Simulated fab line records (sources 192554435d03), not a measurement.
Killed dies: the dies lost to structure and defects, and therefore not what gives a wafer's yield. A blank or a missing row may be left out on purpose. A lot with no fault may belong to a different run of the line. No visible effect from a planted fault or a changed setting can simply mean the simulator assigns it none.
Matching of chambers :: flow n5-finfet :: rie-diel-04 running N5_BEOL_M7_STRIP_67: 4 sister chambers
The step strips in CF4. 27 wafers are shown with their chamber, then 12 later ones without.

== EACH WAFER AND ITS CHAMBER ==
wafer: L075.1
chamber: 3
throttle-valve-pct (%): 13.14
drypump-motor-current-A (A): 5.2
oes-product-au (a.u.): 0.93

wafer: L075.2
chamber: 1
throttle-valve-pct (%): 13.56
drypump-motor-current-A (A): 5.2
oes-product-au (a.u.): 0.85

wafer: L075.5
chamber: 1
throttle-valve-pct (%): 13.59
drypump-motor-current-A (A): 5.2
oes-product-au (a.u.): 0.85

wafer: L077.1
chamber: 3
throttle-valve-pct (%): 13.14
drypump-motor-current-A (A): 5.2
oes-product-au (a.u.): 0.91

wafer: L077.3
chamber: 1
throttle-valve-pct (%): 13.59
drypump-motor-current-A (A): 5.2
oes-product-au (a.u.): 0.84

wafer: L077.4
chamber: 2
throttle-valve-pct (%): 13.63
drypump-motor-current-A (A): 5.5
oes-product-au (a.u.): 0.76

wafer: L078.1
chamber: 1
throttle-valve-pct (%): 13.61
drypump-motor-current-A (A): 5.2
oes-product-au (a.u.): 0.85

wafer: L078.2
chamber: 2
throttle-valve-pct (%): 13.65
drypump-motor-current-A (A): 5.5
oes-product-au (a.u.): 0.75

wafer: L078.5
chamber: 2
throttle-valve-pct (%): 13.63
drypump-motor-current-A (A): 5.4
oes-product-au (a.u.): 0.76

wafer: L079.2
chamber: 0
throttle-valve-pct (%): 13.78
drypump-motor-current-A (A): 4.9
oes-product-au (a.u.): 0.72

wafer: L079.4
chamber: 1
throttle-valve-pct (%): 13.60
drypump-motor-current-A (A): 5.2
oes-product-au (a.u.): 0.85

wafer: L079.6
chamber: 3
throttle-valve-pct (%): 13.15
drypump-motor-current-A (A): 5.1
oes-product-au (a.u.): 0.90

wafer: L081.1
chamber: 0
throttle-valve-pct (%): 13.79
drypump-motor-current-A (A): 4.9
oes-product-au (a.u.): 0.72

wafer: L081.3
chamber: 2
throttle-valve-pct (%): 13.65
drypump-motor-current-A (A): 5.4
oes-product-au (a.u.): 0.75

wafer: L081.6
chamber: 3
throttle-valve-pct (%): 13.16
drypump-motor-current-A (A): 5.2
oes-product-au (a.u.): 0.91

wafer: L083.1
chamber: 2
throttle-valve-pct (%): 13.67
drypump-motor-current-A (A): 5.5
oes-product-au (a.u.): 0.75

wafer: L083.3
chamber: 3
throttle-valve-pct (%): 13.16
drypump-motor-current-A (A): 5.1
oes-product-au (a.u.): 0.90

wafer: L083.4
chamber: 0
throttle-valve-pct (%): 13.79
drypump-motor-current-A (A): 4.9
oes-product-au (a.u.): 0.72

wafer: L082.1
chamber: 1
throttle-valve-pct (%): 13.60
drypump-motor-current-A (A): 5.2
oes-product-au (a.u.): 0.83

wafer: L082.3
chamber: 0
throttle-valve-pct (%): 13.79
drypump-motor-current-A (A): 4.9
oes-product-au (a.u.): 0.71

wafer: L082.5
chamber: 3
throttle-valve-pct (%): 13.15
drypump-motor-current-A (A): 5.2
oes-product-au (a.u.): 0.90

wafer: L084.1
chamber: 1
throttle-valve-pct (%): 13.60
drypump-motor-current-A (A): 5.2
oes-product-au (a.u.): 0.83

wafer: L084.3
chamber: 3
throttle-valve-pct (%): 13.15
drypump-motor-current-A (A): 5.2
oes-product-au (a.u.): 0.89

wafer: L084.6
chamber: 1
throttle-valve-pct (%): 13.61
drypump-motor-current-A (A): 5.2
oes-product-au (a.u.): 0.83

wafer: L085.3
chamber: 3
throttle-valve-pct (%): 13.17
drypump-motor-current-A (A): 5.2
oes-product-au (a.u.): 0.89

wafer: L085.4
chamber: 2
throttle-valve-pct (%): 13.66
drypump-motor-current-A (A): 5.5
oes-product-au (a.u.): 0.75

wafer: L085.5
chamber: 3
throttle-valve-pct (%): 13.16
drypump-motor-current-A (A): 5.2
oes-product-au (a.u.): 0.88

SIGNATURES, as means of the wafers listed above
reading: throttle-valve-pct
chamber 0: 13.7875
chamber 1: 13.5950
chamber 2: 13.6483
chamber 3: 13.1533
scatter within a chamber: 0.0131

reading: drypump-motor-current-A
chamber 0: 4.900
chamber 1: 5.200
chamber 2: 5.467
chamber 3: 5.178
scatter within a chamber: 0.0354

reading: oes-product-au
chamber 0: 0.7175
chamber 1: 0.8412
chamber 2: 0.7533
chamber 3: 0.9011
scatter within a chamber: 0.0106
Rule: for each reading, subtract the chamber's mean from the wafer's reading, divide by that reading's scatter and square the result; add these up over the readings and take the root, which gives the wafer's distance from the chamber. The wafer belongs to the nearest chamber; if the next one is less than 2 further off, it can't be placed. The scatter: the root of (the sum of the squares of (reading less its chamber's mean) over the shown wafers, divided by (wafers less chambers)).

== WAFERS WITHOUT THEIR CHAMBER ==
wafer: L086.4
throttle-valve-pct (%): 13.68
drypump-motor-current-A (A): 5.5
oes-product-au (a.u.): 0.75

wafer: L086.5
throttle-valve-pct (%): 13.61
drypump-motor-current-A (A): 5.2
oes-product-au (a.u.): 0.82

wafer: L086.6
throttle-valve-pct (%): 13.78
drypump-motor-current-A (A): 5.0
oes-product-au (a.u.): 0.73

wafer: L088.2
throttle-valve-pct (%): 13.19
drypump-motor-current-A (A): 5.2
oes-product-au (a.u.): 0.88

wafer: L088.4
throttle-valve-pct (%): 13.69
drypump-motor-current-A (A): 5.5
oes-product-au (a.u.): 0.74

wafer: L088.5
throttle-valve-pct (%): 13.78
drypump-motor-current-A (A): 4.9
oes-product-au (a.u.): 0.71

wafer: L089.1
throttle-valve-pct (%): 13.69
drypump-motor-current-A (A): 5.5
oes-product-au (a.u.): 0.74

wafer: L089.5
throttle-valve-pct (%): 13.69
drypump-motor-current-A (A): 5.5
oes-product-au (a.u.): 0.74

wafer: L089.6
throttle-valve-pct (%): 13.17
drypump-motor-current-A (A): 5.2
oes-product-au (a.u.): 0.88

wafer: L093.3
throttle-valve-pct (%): 13.21
drypump-motor-current-A (A): 5.1
oes-product-au (a.u.): 0.86

wafer: L093.5
throttle-valve-pct (%): 13.72
drypump-motor-current-A (A): 5.5
oes-product-au (a.u.): 0.73

wafer: L093.6
throttle-valve-pct (%): 13.21
drypump-motor-current-A (A): 5.2
oes-product-au (a.u.): 0.86

== THE CHAMBER EACH PASSED THROUGH ==
wafer: L086.4
from the rows above: 2
in truth: 2

wafer: L086.5
from the rows above: 1
in truth: 1

wafer: L086.6
from the rows above: 0
in truth: 0

wafer: L088.2
from the rows above: 3
in truth: 3

wafer: L088.4
from the rows above: 2
in truth: 2

wafer: L088.5
from the rows above: 0
in truth: 0

wafer: L089.1
from the rows above: 2
in truth: 2

wafer: L089.5
from the rows above: 2
in truth: 2

wafer: L089.6
from the rows above: 3
in truth: 3

wafer: L093.3
from the rows above: 3
in truth: 3

wafer: L093.5
from the rows above: 2
in truth: 2

wafer: L093.6
from the rows above: 3
in truth: 3
Correct placement for 12 of the 12. From these rows, 0 cannot be placed. Number placed wrongly: 0.
